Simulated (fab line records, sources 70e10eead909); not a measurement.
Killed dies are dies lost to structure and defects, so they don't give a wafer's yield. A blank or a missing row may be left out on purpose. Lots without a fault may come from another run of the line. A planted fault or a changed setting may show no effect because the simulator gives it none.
A struck lot beside a sound one | flow nand_harc | 15 steps out of a route of 1159
Sound: wafers L928.3, L928.5, L928.6. Struck: wafers L935.1, L935.4, L935.6. The cause comes at the end.
At each step with rows: each side's tool, then ch and its chambers, then its first start. Under that, the readings that differ: sound wafers | struck wafers | difference of the means | sigmas: that difference in standard deviations of wafers without a fault.
alike: readings whose means differ by less than 2 such deviations, and words and numbers that are the same on both sides. not compared: withheld readings, readings that some wafer has no value for, bounds like >300 that may hide the same value, and numbers for which the record gives no deviation and whose values overlap.
The two part at a step that has a row with sigmas, a row that says differs or no value, or rows on one side only. Numbers that don't overlap but have no deviation are shown without sigmas and don't part them. A reading that every wafer of one side lacks parts them only if that side has two wafers or more.

first, 8 steps without rows for these wafers: NHARC_P_GATE_DEHYDRATE_18 (time 120 s); NHARC_P_GATE_HMDS_19 (time 30 s); NHARC_P_GATE_COAT_20 (resist thk 90 nm); NHARC_P_GATE_SOFTBAKE_21 (time 55 s); NHARC_P_GATE_EBR_22; NHARC_P_GATE_EXPOSE_23 (exposes mask P GATE, target cd 120 nm); NHARC_P_GATE_PEB_24 (peb time 65 s); NHARC_P_GATE_DEVELOP_25 (develop time 35 s).
NHARC_P_GATE_CD_MEAS_26: target cd 120 nm.
  sound on cd_sem-01 ch 0, day 4 21:35; struck on cd_sem-03 ch 0, day 6 12:10
  alike: cd_nm
NHARC_P_GATE_OVL_MEAS_27:
  sound on overlay-02, day 4 21:40; struck on overlay-01, day 6 12:16
  alike: overlay_x_nm, overlay_y_nm
NHARC_P_GATE_INSPECT_28:
  sound on defect_inspect-01, day 4 21:42; struck on defect_inspect-01, day 6 12:18
  alike: raw_defect_count
NHARC_P_GATE_DESCUM_31: chemistry O2, time 3 s.
  sound on rie_diel-04 ch 2,3, day 4 21:46; struck on rie_diel-02 ch 0,1, day 6 12:22
  alike: drypump_motor_current_A, oes_product_au, rf_vpp_V, showerhead_plenum_p_Torr, throttle_valve_pct
  not compared: rf_hours_counter_h
NHARC_P_GATE_ETCH_104: etches the open film in CF4/CHF3, target depth 60 nm.
  sound on rie_diel-04 ch 2,3, day 4 22:01; struck on rie_diel-02 ch 0,1,2, day 6 12:28
  reading               | sound             | struck            | difference | sigmas
  oes_product_au (a.u.) | 0.951 0.943 0.945 | 0.721 0.709 0.710 | -0.233     | -12
  rf_fwd_power_W (W)    | 491.5 494.4 492.7 | 291.6 292.5 294.3 | -200.1     | -69
  alike: cf4_flow_sccm, drypump_motor_current_A, rf_vpp_V, showerhead_plenum_p_Torr, throttle_valve_pct
  not compared: model.P_GATE.cd_nm
NHARC_P_GATE_HM_OPEN_105: chemistry O2/COS, target depth 360 nm.
  sound on rie_diel-04 ch 0,1; struck on rie_diel-02 ch 0,1,2
  alike: drypump_motor_current_A, oes_product_au, rf_vpp_V, showerhead_plenum_p_Torr, throttle_valve_pct
  not compared: rf_hours_counter_h
-- the record jumps here: 15 days lie between the struck wafers' starts before and after (it left off in module P_GATE and takes up again in module END, whose first step shown is number 1159 of the route) --
NHARC_END_SORT_01:
  the record has rows for the struck wafers here (prober-01 ch 0, day 21 05:08) and none for the sound ones

WHERE THEY PART
First at NHARC_P_GATE_ETCH_104; last, within this record, at NHARC_END_SORT_01.

WHY: what the simulator had put in
Process parameter drift: rie_diel-02, from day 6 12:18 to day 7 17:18, at NHARC_P_GATE_ETCH_104. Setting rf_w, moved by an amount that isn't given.
